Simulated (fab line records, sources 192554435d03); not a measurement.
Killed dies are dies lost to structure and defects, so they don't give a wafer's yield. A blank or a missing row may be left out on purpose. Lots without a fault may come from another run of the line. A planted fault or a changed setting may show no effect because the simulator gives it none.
Which tool did it? | flow n5_finfet | 10 lots, 30 wafers sampled, at 5 steps of a route of 1938

WHAT THE GAUGES READ, wafer by wafer
N5_BEOL_M4_RC_MEAS_101. Usual: DIBL_N 36.6 mV/V, standard deviation 1.9; DIBL_P 36.7 mV/V, standard deviation 2.2; IOFF_N 0.16 nA/um, standard deviation 0.035; IOFF_P 0.22 nA/um, standard deviation 0.038; ION_N 672 uA/um, standard deviation 14; ION_P 462 uA/um, standard deviation 8.3; SS_N 71.6 mV/dec, standard deviation 0.65; SS_P 73.5 mV/dec, standard deviation 0.72; VT_N 250 mV, standard deviation 3.5; VT_P -250 mV, standard deviation 3.1.
lot  | measured     | on        | DIBL_N (mV/V)  | DIBL_P (mV/V)  | IOFF_N (nA/um) | IOFF_P (nA/um) | ION_N (uA/um) | ION_P (uA/um) | SS_N (mV/dec)  | SS_P (mV/dec)  | VT_N (mV)   | VT_P (mV)      | flag
L180 | day 10 06:55 | prober-02 | 35.6 37.4 34.8 | 35.6 37.6 36.4 | 0.12 0.16 0.13 | 0.20 0.22 0.21 | 653 651 661   | 462 448 462   | 71.6 72.3 70.8 | 72.9 73.5 73.2 | 255 252 253 | -250 -251 -248 |
L182 | day 10 21:10 | prober-01 | 35.9 37.0 38.1 | 35.8 38.1 38.4 | 0.14 0.17 0.18 | 0.16 0.21 0.22 | 675 661 685   | 454 455 465   | 71.9 71.1 72.2 | 73.2 74.0 74.1 | 254 250 250 | -256 -252 -254 |
L183 | day 10 22:46 | prober-01 | 36.2 36.9 35.3 | 36.5 37.1 35.5 | 0.14 0.16 0.13 | 0.21 0.23 0.20 | 674 673 674   | 459 467 465   | 71.4 71.7 71.0 | 73.3 74.2 73.5 | 256 251 251 | -252 -245 -250 |
L186 | day 11 14:56 | prober-01 | 32.7 36.4 33.4 | 34.8 38.2 34.6 | 0.12 0.18 0.12 | 0.18 0.23 0.18 | 655 670 665   | 459 466 460   | 70.9 72.2 71.6 | 72.7 73.1 72.6 | 252 249 253 | -252 -249 -252 |
L185 | day 11 17:17 | prober-02 | 34.1 33.8 33.7 | 33.4 32.8 32.6 | 0.13 0.12 0.12 | 0.17 0.16 0.16 | 650 656 642   | 448 454 439   | 71.7 71.4 71.3 | 72.8 72.9 72.9 | 254 256 258 | -253 -253 -251 |
L187 | day 11 17:41 | prober-01 | 39.4 37.4 37.5 | 38.3 34.6 36.3 | 0.19 0.15 0.16 | 0.29 0.22 0.26 | 660 660 674   | 458 462 468   | 72.1 71.8 72.5 | 74.2 73.2 73.5 | 249 252 251 | -245 -248 -248 |
L188 | day 12 08:23 | prober-01 | 35.5 33.3 35.3 | 35.2 32.9 34.6 | 0.13 0.11 0.14 | 0.18 0.16 0.18 | 650 656 665   | 451 459 452   | 71.8 70.9 71.5 | 73.1 72.7 73.1 | 252 254 253 | -251 -254 -251 |
L197 | day 14 07:49 | prober-02 | 38.0 39.0 37.8 | 37.2 39.1 36.6 | 0.19 0.23 0.18 | 0.26 0.31 0.25 | 699 682 674   | 472 467 463   | 71.8 71.8 72.4 | 73.5 74.1 73.6 | 249 245 248 | -244 -244 -245 |
L196 | day 14 14:19 | prober-02 | 38.1 35.2 35.7 | 37.1 34.2 34.4 | 0.19 0.14 0.14 | 0.25 0.19 0.21 | 669 680 678   | 458 466 474   | 71.4 71.2 71.6 | 73.8 72.6 73.6 | 249 251 249 | -248 -250 -248 |
L198 | day 14 16:10 | prober-01 | 37.0 36.8 38.7 | 38.4 38.0 39.6 | 0.17 0.17 0.20 | 0.22 0.24 0.26 | 674 676 694   | 467 459 470   | 71.4 72.2 72.2 | 73.3 74.1 73.6 | 251 248 249 | -250 -248 -248 |

WHICH TOOL RAN EACH LOT (tool, then ch and the chambers of the sampled wafers, then the start)
lot  | N5_BEOL_M4_ETCH_41                            | N5_BEOL_M4_ALD_84                   | N5_BEOL_M4_SPUTTER_90        | N5_BEOL_M4_ANNEAL_91
L180 | rie_diel-02 ch 2,3, day 10 03:31 or earlier   | ald_metal-03 ch 1,2, day 10 03:31   | pvd_sputter-01, day 10 05:08 | pvd_sputter-01, day 10 05:13
L182 | rie_diel-04 ch 1,2,3, day 10 17:02 or earlier | ald_metal-04 ch 0,3, day 10 17:02   | pvd_sputter-03, day 10 18:58 | pvd_sputter-03, day 10 19:02
L183 | rie_diel-05 ch 0,1,2, day 10 17:11 or earlier | ald_metal-03 ch 0,1,2, day 10 17:11 | pvd_sputter-01, day 10 20:42 | pvd_sputter-01, day 10 20:47
L186 | rie_diel-04 ch 0,1,3, day 11 09:46 or earlier | ald_metal-01 ch 0,1, day 11 09:46   | pvd_sputter-01, day 11 12:43 | pvd_sputter-01, day 11 12:47
L185 | rie_diel-02 ch 2,3, day 11 13:55 or earlier   | ald_metal-01 ch 0,2,3, day 11 13:55 | pvd_sputter-03, day 11 15:28 | pvd_sputter-03, day 11 15:32
L187 | rie_diel-04 ch 2,3, day 11 14:05 or earlier   | ald_metal-04 ch 0,2,3, day 11 14:05 | pvd_sputter-02, day 11 15:44 | pvd_sputter-02, day 11 15:49
L188 | rie_diel-02 ch 0,2,3, day 12 02:37 or earlier | ald_metal-03 ch 0,1, day 12 02:37   | pvd_sputter-02, day 12 06:01 | pvd_sputter-02, day 12 06:06
L197 | rie_diel-02 ch 1,2, day 14 02:48 or earlier   | ald_metal-03 ch 0,2, day 14 02:48   | pvd_sputter-01, day 14 04:56 | pvd_sputter-01, day 14 05:01
L196 | rie_diel-04 ch 1,2, day 14 10:47 or earlier   | ald_metal-04 ch 1,2,3, day 14 10:47 | pvd_sputter-03, day 14 12:24 | pvd_sputter-03, day 14 12:29
L198 | rie_diel-04 ch 0,3, day 14 12:26 or earlier   | ald_metal-03 ch 0,1, day 14 12:26   | pvd_sputter-02, day 14 14:05 | pvd_sputter-02, day 14 14:10
- N5_BEOL_M4_ETCH_41: etches SiCN in CH3F/O2, target depth 29.9 nm, time 52.5 s.
- N5_BEOL_M4_ALD_84: deposits TaN, pulse time 2 s, purge time 3 s, co reactant purge time 2 s.
- N5_BEOL_M4_SPUTTER_90: material Cu, target thk 4.5 nm, time 8.29 s.
- N5_BEOL_M4_ANNEAL_91: time 240 s.

WHAT THE TOOLS THEMSELVES READ (means of the sampled wafers that have a number; where no wafer has one, the mark that the record gives instead)
N5_BEOL_M4_ETCH_41. Usual: drypump_motor_current_A 5.7 A, standard deviation 0.44; mfc_ar_sccm 150.1 sccm, standard deviation 0.41; oes_product_au 0.75 a.u., standard deviation 0.086; rf_vpp_V 297.5 V, standard deviation 1.7; showerhead_plenum_p_Torr 2.01 Torr, standard deviation 0.077; throttle_valve_pct 16.38 %, standard deviation 0.27.
lot  | tool        | drypump_motor_current_A (A) | mfc_ar_sccm (sccm) | oes_product_au (a.u.) | rf_vpp_V (V) | showerhead_plenum_p_Torr (Torr) | throttle_valve_pct (%) | flag
L180 | rie_diel-02 | 5.9                         | 150.0              | 0.79                  | 298.4        | 2.06                            | 16.28                  |
L182 | rie_diel-04 | 5.7                         | 150.3              | 0.69                  | 297.1        | 2.01                            | 16.62                  |
L183 | rie_diel-05 | 5.9                         | 150.9              | 0.68                  | 296.7        | 1.97                            | 16.52                  |
L186 | rie_diel-04 | 5.5                         | 150.3              | 0.71                  | 297.2        | 2.02                            | 16.53                  |
L185 | rie_diel-02 | 5.9                         | 150.0              | 0.78                  | 298.5        | 2.06                            | 16.31                  |
L187 | rie_diel-04 | 5.8                         | 150.1              | 0.69                  | 297.4        | 2.01                            | 16.61                  |
L188 | rie_diel-02 | 5.7                         | 149.6              | 0.81                  | 298.5        | 2.06                            | 16.20                  |
L197 | rie_diel-02 | 6.2                         | 150.1              | 0.74                  | 298.6        | 2.08                            | 16.41                  |
L196 | rie_diel-04 | 5.6                         | 150.0              | 0.86                  | 297.2        | 2.00                            | 16.39                  |
L198 | rie_diel-04 | 5.6                         | 149.8              | 0.80                  | 296.0        | 1.96                            | 16.17                  |

N5_BEOL_M4_ALD_84. Usual: heater_power_outer_w 227 W, standard deviation 16; heater_power_w 417 W, standard deviation 36.
lot  | tool         | heater_power_outer_w (W) | heater_power_w (W) | flag
L180 | ald_metal-03 | 223                      | 408                |
L182 | ald_metal-04 | 231                      | 421                |
L183 | ald_metal-03 | 224                      | 419                |
L186 | ald_metal-01 | 208                      | 381                |
L185 | ald_metal-01 | 231                      | 434                |
L187 | ald_metal-04 | 231                      | 417                |
L188 | ald_metal-03 | 223                      | 411                |
L197 | ald_metal-03 | 229                      | 426                |
L196 | ald_metal-04 | 239                      | 438                |
L198 | ald_metal-03 | 228                      | 412                |

N5_BEOL_M4_SPUTTER_90. Usual: chamber_pressure_pa 0.07001 Pa, standard deviation 0.00015; chuck_gas_flow_sccm 1.26 sccm, standard deviation 0.057; throttle_valve_pct 30.2 %, standard deviation 1.
lot  | tool           | chamber_pressure_pa (Pa) | chuck_gas_flow_sccm (sccm) | throttle_valve_pct (%) | flag
L180 | pvd_sputter-01 | 0.07017                  | 1.20                       | 29.4                   |
L182 | pvd_sputter-03 | 0.07014                  | 1.29                       | 31.4                   |
L183 | pvd_sputter-01 | 0.06999                  | 1.25                       | 28.7                   |
L186 | pvd_sputter-01 | -                        | -                          | -                      | OFF
L185 | pvd_sputter-03 | -                        | -                          | -                      | OFF
L187 | pvd_sputter-02 | -                        | -                          | -                      | OFF
L188 | pvd_sputter-02 | 0.07006                  | 1.18                       | 30.0                   |
L197 | pvd_sputter-01 | 0.07004                  | 1.29                       | 30.1                   |
L196 | pvd_sputter-03 | 0.06999                  | 1.25                       | 30.8                   |
L198 | pvd_sputter-02 | 0.07010                  | 1.29                       | 30.3                   |

N5_BEOL_M4_ANNEAL_91. Usual: heater_power_w 840 W, standard deviation 85.
lot  | tool           | heater_power_w (W) | flag
L180 | pvd_sputter-01 | 793                |
L182 | pvd_sputter-03 | 738                |
L183 | pvd_sputter-01 | 839                |
L186 | pvd_sputter-01 | 833                |
L185 | pvd_sputter-03 | 819                |
L187 | pvd_sputter-02 | 932                |
L188 | pvd_sputter-02 | 918                |
L197 | pvd_sputter-01 | 746                |
L196 | pvd_sputter-03 | 784                |
L198 | pvd_sputter-02 | 802                |

THE ANSWER, worked out from the rows above alone
Rule: a lot is off if the mean of its wafers that have a number lies more than 3 standard deviations from the usual mean. A lot without any number at a reading at which 4 lots or more have one is off too. The other lots that the step has rows for count as sound. The gauges are gone through in route order, then the tools' own readings, and for those a lot's mean is taken as printed above. The first step at which some lot is off is used, and at that step the reading that is off furthest; a lot without a number counts as furthest.
Off: L186, L185, L187, at N5_BEOL_M4_SPUTTER_90 (chamber_pressure_pa). Without a number there: L186, L185, L187.
A tool fits if, at that step or a process step before it, it ran every lot that is off, and no sound lot after the first of them. N5_BEOL_M4_ETCH_41 gives no start for some lots, so the hours and the order of its lots are those of N5_BEOL_M4_ALD_84. None of those tried fits.

WHAT THE SIMULATOR HAD PUT IN
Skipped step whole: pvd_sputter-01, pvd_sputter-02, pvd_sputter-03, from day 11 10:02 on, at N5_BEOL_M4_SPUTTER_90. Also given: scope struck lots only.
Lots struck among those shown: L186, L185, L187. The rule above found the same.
